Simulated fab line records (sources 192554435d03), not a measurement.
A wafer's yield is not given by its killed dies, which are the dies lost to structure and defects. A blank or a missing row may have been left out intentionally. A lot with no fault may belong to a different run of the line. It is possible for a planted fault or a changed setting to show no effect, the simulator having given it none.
Which tool is to blame?	flow n5Finfet	Sampling: 19 lots, 57 wafers, 6 of 1938 route steps

## WHAT EACH GAUGE READ, for each wafer
The record lacks any reading of a measuring or inspecting step that a usual standard deviation could be used to judge.

## WHICH TOOL RAN EACH LOT (tool, then ch and the chambers of the sampled wafers, then the start)
lot	N5_BEOL_M6_ETCH_62	N5_BEOL_M6_VIA_ETCH_34	N5_BEOL_M6_ETCH_41	N5_BEOL_M7_CURE_74	N5_BEOL_M7_PECVD_70	N5_BEOL_M7_ETCH_61
L075	rieDiel-05 ch 0,1,3, day 9 18:02	rieDiel-06 ch 1,2, day 9 20:10	rieDiel-06 ch 1,2, day 9 23:14 or earlier	uvCure-01 ch 2, day 9 23:14	pecvd-03 ch 0,1,2, day 9 23:47	rieDiel-04 ch 2,3, day 10 02:28
L076	rieDiel-06 ch 0,2, day 10 10:19	rieDiel-03 ch 0,2,3, day 10 13:12	rieDiel-03 ch 0,2,3, day 10 19:42 or earlier	uvCure-02 ch 2, day 10 19:42	pecvd-02 ch 0,2, day 10 20:10	rieDiel-02 ch 0,1,2, day 10 20:55
L077	rieDiel-05 ch 2,3, day 10 14:25	rieDiel-06 ch 0,1, day 10 18:01	rieDiel-06 ch 0,1, day 10 22:44 or earlier	uvCure-03 ch 2, day 10 22:44	pecvd-01 ch 0,1,2, day 10 23:04	rieDiel-02 ch 0,1,3, day 11 01:28
L079	rieDiel-06 ch 0,1,3, day 10 19:42	rieDiel-03 ch 0,3, day 11 00:37	rieDiel-03 ch 0,3, day 11 04:20 or earlier	uvCure-01 ch 2, day 11 04:20	pecvd-01 ch 1,2, day 11 04:44	rieDiel-04 ch 0,3, day 11 05:20
L078	rieDiel-05 ch 1,2, day 10 19:53	rieDiel-05 ch 1,2,3, day 11 00:49	rieDiel-05 ch 1,2,3, day 11 04:18 or earlier	uvCure-03 ch 0, day 11 04:18	pecvd-02 ch 0,2, day 11 04:51	rieDiel-02 ch 0,2,3, day 11 07:20
L081	rieDiel-03 ch 0,1,2, day 10 20:46	rieDiel-06 ch 0,1,3, day 11 01:35	rieDiel-06 ch 0,1,3, day 11 05:20 or earlier	uvCure-03 ch 0, day 11 05:20	pecvd-03 ch 0,2, day 11 05:49	rieDiel-01 ch 2,3, day 11 07:52
L082	rieDiel-03 ch 0,1, day 11 00:59	rieDiel-06 ch 0,1,2, day 11 01:59	rieDiel-06 ch 0,1,2, day 11 05:49 or earlier	uvCure-03 ch 1, day 11 05:49	pecvd-01 ch 0,1,2, day 11 06:17	rieDiel-04 ch 0,3, day 11 08:10
L080	rieDiel-03 ch 2,3, day 11 11:25	rieDiel-06 ch 0,2,3, day 11 21:04	rieDiel-06 ch 0,2,3, day 12 00:25 or earlier	uvCure-02 ch 2, day 12 00:25	pecvd-02 ch 1,2, day 12 00:49	rieDiel-02 ch 2,3, day 12 03:11
L083	rieDiel-05 ch 1,2,3, day 12 06:18	rieDiel-03 ch 0,1,3, day 12 11:09	rieDiel-03 ch 0,1,3, day 12 15:28 or earlier	uvCure-03 ch 0, day 12 15:28	pecvd-01 ch 0,2, day 12 16:01	rieDiel-02 ch 0,1,3, day 12 18:55
L085	rieDiel-06 ch 0,3, day 13 09:03	rieDiel-05 ch 1,2,3, day 13 14:13	rieDiel-05 ch 1,2,3, day 13 19:20 or earlier	uvCure-03 ch 1, day 13 19:20	pecvd-01 ch 0,1, day 13 19:53	rieDiel-01 ch 0,1,3, day 13 20:50
L086	rieDiel-03 ch 0,1, day 13 18:29	rieDiel-03 ch 0,1, day 13 19:46	rieDiel-03 ch 0,1, day 13 22:40 or earlier	uvCure-02 ch 2, day 13 22:40	pecvd-02 ch 0,2, day 13 23:08	rieDiel-02 ch 0,3, day 14 00:29
L087	rieDiel-06 ch 0,1,2, day 13 19:05	rieDiel-06 ch 0,1,2, day 13 20:23	rieDiel-06 ch 0,1,2, day 14 00:19 or earlier	uvCure-02 ch 1, day 14 00:19	pecvd-03 ch 0,1, day 14 00:47	rieDiel-02 ch 0,1,3, day 14 01:29
L088	rieDiel-03 ch 1,2,3, day 14 14:53	rieDiel-06 ch 0,1,3, day 14 15:58	rieDiel-06 ch 0,1,3, day 14 20:44 or earlier	uvCure-02 ch 2, day 14 20:44	pecvd-01 ch 0,1,2, day 14 21:17	rieDiel-02 ch 0,1,2, day 14 22:22
L090	rieDiel-05 ch 0,1, day 15 08:41	rieDiel-05 ch 0,3, day 15 10:33	rieDiel-05 ch 0,3, day 15 16:02 or earlier	uvCure-03 ch 1, day 15 16:02	pecvd-03 ch 0,2, day 15 16:30	rieDiel-02 ch 0,1, day 15 17:44
L092	rieDiel-05 ch 0,1, day 15 17:31	rieDiel-05 ch 1,3, day 15 20:35	rieDiel-05 ch 1,3, day 16 02:13 or earlier	uvCure-03 ch 0, day 16 02:13	pecvd-02 ch 0,2, day 16 02:37	rieDiel-02 ch 1,2, day 16 03:38
L093	rieDiel-06 ch 0,2, day 15 21:37	rieDiel-05 ch 0,1,3, day 16 02:35	rieDiel-05 ch 0,1,3, day 16 07:46 or earlier	uvCure-01 ch 1, day 16 07:46	pecvd-01 ch 1,2, day 16 08:19	rieDiel-04 ch 0,1,3, day 16 09:32
L091	rieDiel-05 ch 1,3, day 15 23:32	rieDiel-03 ch 0,2,3, day 16 02:53	rieDiel-03 ch 0,2,3, day 16 08:24 or earlier	uvCure-03 ch 1, day 16 08:24	pecvd-02 ch 1,2, day 16 08:52	rieDiel-04 ch 0,3, day 16 10:11
L097	rieDiel-05 ch 1,3, day 16 13:05	rieDiel-05 ch 1,2,3, day 16 14:26	rieDiel-05 ch 1,2,3, day 16 19:46 or earlier	uvCure-03 ch 1, day 16 19:46	pecvd-01 ch 0, day 16 20:19	rieDiel-04 ch 1,3, day 16 22:09
L096	rieDiel-05 ch 1,2, day 16 19:26	rieDiel-03 ch 0,2,3, day 16 20:52	rieDiel-03 ch 0,2,3, day 17 00:23 or earlier	uvCure-01 ch 1, day 17 00:23	pecvd-01 ch 1,2, day 17 00:56	rieDiel-02 ch 1,2,3, day 17 04:28
- N5_BEOL_M6_ETCH_62: etches SOC in N2/H2, target depth 110 nm, overetch 22 nm, time 165 s.
- N5_BEOL_M6_VIA_ETCH_34: etches SiCOH lowk in C4F6/O2, target depth 126.3 nm, time 50.9 s.
- N5_BEOL_M6_ETCH_41: etches SiCN in CH3F/O2, target depth 29.7 nm, time 52 s.
- N5_BEOL_M7_CURE_74: cures SiCOH lowk, time 240 s.
- N5_BEOL_M7_PECVD_70: deposits SiO2 from TEOS/O2, target thk 20 nm, time 22.7 s.
- N5_BEOL_M7_ETCH_61: etches SiARC in CF4, target depth 45.5 nm, time 75.8 s.

## AS READ BY THE TOOLS THEMSELVES (means over the sampled wafers that have a number; for cases with no such wafer, the mark the record gives instead)
N5_BEOL_M6_ETCH_62.
lot	tool	chamberPressureMTorr (mTorr)	drypumpMotorCurrentA (A)	oesProductAu (a.u.)	rfVppV (V)	showerheadPlenumPTorr (Torr)	throttleValvePct (%)
L075	rieDiel-05	29.987	5.43	0.73	525.5	2.61	17.84
L076	rieDiel-06	30.002	5.36	0.61	521.7	2.48	17.77
L077	rieDiel-05	30.009	5.71	0.70	525.5	2.56	17.67
L079	rieDiel-06	30.013	5.58	0.64	523.6	2.51	17.84
L078	rieDiel-05	29.992	5.65	0.72	523.9	2.57	17.75
L081	rieDiel-03	29.989	5.51	0.65	521.9	2.48	17.70
L082	rieDiel-03	29.982	5.46	0.69	525.9	2.56	17.57
L080	rieDiel-03	30.032	5.41	0.67	521.4	2.49	17.95
L083	rieDiel-05	29.982	5.68	0.70	524.6	2.56	17.73
L085	rieDiel-06	30.003	5.48	0.62	521.4	2.45	18.05
L086	rieDiel-03	30.021	5.42	0.64	524.2	2.54	17.71
L087	rieDiel-06	30.020	5.56	0.61	522.6	2.49	17.77
L088	rieDiel-03	29.979	5.45	0.66	522.7	2.48	17.83
L090	rieDiel-05	29.992	5.26	0.64	525.8	2.61	18.07
L092	rieDiel-05	29.996	5.43	0.68	524.8	2.59	17.96
L093	rieDiel-06	29.987	5.42	0.59	520.5	2.43	17.95
L091	rieDiel-05	30.017	5.58	0.71	524.4	2.58	17.81
L097	rieDiel-05	30.003	5.57	0.70	524.2	2.57	17.84
L096	rieDiel-05	30.020	5.67	0.74	523.9	2.55	17.69

N5_BEOL_M6_VIA_ETCH_34.
lot	tool	chamberPressureMTorr (mTorr)	drypumpMotorCurrentA (A)	oes_ar_750_au (a.u.)	oesProductAu (a.u.)	rfVppV (V)	showerheadPlenumPTorr (Torr)	throttleValvePct (%)
L075	rieDiel-06	29.986	5.48	0.74	0.74	670	2.85	20.64
L076	rieDiel-03	29.979	5.45	0.76	0.76	664	2.78	20.98
L077	rieDiel-06	30.030	5.66	0.75	0.74	666	2.77	20.92
L079	rieDiel-03	30.008	5.38	0.76	0.75	666	2.84	20.95
L078	rieDiel-05	30.018	5.67	0.83	0.83	672	2.87	20.79
L081	rieDiel-06	30.005	5.58	0.76	0.76	668	2.81	20.90
L082	rieDiel-06	29.976	5.57	0.73	0.74	669	2.80	20.79
L080	rieDiel-06	29.990	5.38	0.73	0.73	669	2.79	20.95
L083	rieDiel-03	29.999	5.38	0.79	0.79	669	2.86	20.85
L085	rieDiel-05	29.999	5.68	0.80	0.80	670	2.86	20.82
L086	rieDiel-03	29.995	5.47	0.79	0.78	671	2.86	20.66
L087	rieDiel-06	30.021	5.57	0.71	0.72	669	2.80	20.83
L088	rieDiel-06	30.014	5.58	0.73	0.72	667	2.80	20.94
L090	rieDiel-05	29.991	5.44	0.79	0.78	665	2.89	20.98
L092	rieDiel-05	29.993	5.57	0.82	0.83	669	2.87	20.85
L093	rieDiel-05	29.988	5.43	0.79	0.78	665	2.89	20.99
L091	rieDiel-03	29.988	5.44	0.72	0.73	662	2.76	21.04
L097	rieDiel-05	30.001	5.67	0.87	0.88	671	2.85	20.74
L096	rieDiel-03	29.977	5.46	0.72	0.72	663	2.76	21.04

N5_BEOL_M6_ETCH_41.
lot	tool	chamberPressureMTorr (mTorr)	drypumpMotorCurrentA (A)	oesProductAu (a.u.)	rfVppV (V)	showerheadPlenumPTorr (Torr)	throttleValvePct (%)
L075	rieDiel-06	29.975	5.47	0.74	297.3	2.00	16.10
L076	rieDiel-03	30.001	5.44	0.76	295.9	1.95	16.41
L077	rieDiel-06	29.995	5.66	0.74	295.9	1.94	16.35
L079	rieDiel-03	30.014	5.38	0.75	297.3	2.00	16.41
L078	rieDiel-05	29.982	5.69	0.82	298.3	2.02	16.20
L081	rieDiel-06	30.003	5.58	0.75	296.8	1.97	16.33
L082	rieDiel-06	29.996	5.55	0.74	296.6	1.97	16.24
L080	rieDiel-06	29.999	5.37	0.73	296.0	1.96	16.42
L083	rieDiel-03	30.010	5.39	0.79	297.6	2.01	16.27
L085	rieDiel-05	30.010	5.68	0.81	297.2	2.01	16.24
L086	rieDiel-03	30.014	5.45	0.79	297.3	2.01	16.10
L087	rieDiel-06	29.996	5.55	0.72	297.0	1.96	16.27
L088	rieDiel-06	29.991	5.58	0.72	296.2	1.97	16.38
L090	rieDiel-05	29.985	5.43	0.79	298.4	2.03	16.40
L092	rieDiel-05	29.974	5.60	0.83	298.6	2.02	16.23
L093	rieDiel-05	30.005	5.42	0.78	297.7	2.04	16.40
L091	rieDiel-03	30.022	5.45	0.72	295.5	1.94	16.49
L097	rieDiel-05	29.977	5.68	0.88	297.2	2.00	16.13
L096	rieDiel-03	29.964	5.45	0.72	296.1	1.93	16.51

N5_BEOL_M7_CURE_74.
lot	tool	lampPowerPct (%)	wafer_temp_C_max
L075	uvCure-01	52.29	386.4
L076	uvCure-02	52.34	386.7
L077	uvCure-03	52.27	388.0
L079	uvCure-01	52.37	386.7
L078	uvCure-03	52.31	387.6
L081	uvCure-03	52.31	387.7
L082	uvCure-03	52.33	387.1
L080	uvCure-02	52.37	387.1
L083	uvCure-03	52.28	388.0
L085	uvCure-03	52.28	386.4
L086	uvCure-02	52.30	387.3
L087	uvCure-02	52.31	387.3
L088	uvCure-02	52.31	387.1
L090	uvCure-03	52.31	386.5
L092	uvCure-03	52.32	388.4
L093	uvCure-01	52.30	387.8
L091	uvCure-03	52.33	386.8
L097	uvCure-03	52.28	386.7
L096	uvCure-01	52.31	388.2

N5_BEOL_M7_PECVD_70.
lot	tool	heaterPowerW (W)	showerheadPlenumPTorr (Torr)	throttleValvePct (%)
L075	pecvd-03	801	8.77	22.8
L076	pecvd-02	670	8.81	21.9
L077	pecvd-01	690	8.77	21.6
L079	pecvd-01	724	8.80	22.0
L078	pecvd-02	712	8.82	21.9
L081	pecvd-03	722	8.78	23.5
L082	pecvd-01	674	8.76	21.6
L080	pecvd-02	647	8.81	22.8
L083	pecvd-01	694	8.79	20.9
L085	pecvd-01	598	8.72	22.1
L086	pecvd-02	662	8.82	22.1
L087	pecvd-03	887	8.78	23.1
L088	pecvd-01	702	8.76	21.7
L090	pecvd-03	716	8.77	23.4
L092	pecvd-02	660	8.83	22.0
L093	pecvd-01	715	8.80	22.2
L091	pecvd-02	738	8.82	22.0
L097	pecvd-01	651	8.70	21.6
L096	pecvd-01	778	8.82	21.4

N5_BEOL_M7_ETCH_61.
lot	tool	chamberPressureMTorr (mTorr)	drypumpMotorCurrentA (A)	etchRfOnTimeS (s)	oesProductAu (a.u.)	rfVppV (V)	showerheadPlenumPTorr (Torr)	throttleValvePct (%)
L075	rieDiel-04	39.96	5.5	76.7	0.62	184.8	2.13	15.67
L076	rieDiel-02	39.99	5.0	75.8	0.64	185.6	2.23	15.74
L077	rieDiel-02	39.99	5.2	76.5	0.63	185.5	2.22	15.55
L079	rieDiel-04	40.00	5.8	75.7	0.70	184.7	2.15	15.52
L078	rieDiel-02	40.02	5.1	75.9	0.66	186.2	2.23	15.72
L081	rieDiel-01	40.02	4.8	76.3	0.62	184.4	2.19	15.62
L082	rieDiel-04	40.01	5.9	76.1	0.75	184.7	2.17	15.50
L080	rieDiel-02	39.98	5.3	74.8	0.69	185.4	2.24	15.60
L083	rieDiel-02	39.99	5.2	76.0	0.62	185.0	2.22	15.56
L085	rieDiel-01	39.97	5.3	75.6	0.68	184.1	2.21	15.53
L086	rieDiel-02	40.00	5.3	76.2	0.64	184.7	2.22	15.57
L087	rieDiel-02	40.01	5.2	76.3	0.61	185.5	2.22	15.58
L088	rieDiel-02	40.02	4.9	75.9	0.62	185.0	2.22	15.78
L090	rieDiel-02	39.98	5.0	76.9	0.59	184.6	2.20	15.63
L092	rieDiel-02	40.00	4.9	74.9	0.66	184.8	2.23	15.85
L093	rieDiel-04	39.97	5.9	75.8	0.71	184.6	2.19	15.50
L091	rieDiel-04	39.97	6.0	76.5	0.70	183.8	2.16	15.56
L097	rieDiel-04	40.00	5.9	75.6	0.71	185.4	2.22	15.45
L096	rieDiel-02	40.03	5.1	75.2	0.65	185.2	2.22	15.68

## THE ANSWER, worked out from the rows above alone
Rule: the lots themselves supply what counts as usual. The widest of any qualifying gaps counts: lots, ordered by their means at a reading, are off when they make up no more than a third of the lots, leave a main group of 4 or more, and stand apart from it by 3 or more times the standard deviation of that group's means. Not used: any main group whose means are identical at the precision the tables above print for the reading. Also off: a lot with no number at a reading for which 4 or more lots have one. All remaining lots with rows at the step are treated as sound. First the gauges in route order, then the tools' own readings, where a lot's mean is used as printed above. At the first step where some lot is off, the reading lying furthest off is the one used; lots without a number count as furthest.
Nothing can be told from this: no lot is off at any reading shown.

## WHAT HAD BEEN PUT IN BY THE SIMULATOR
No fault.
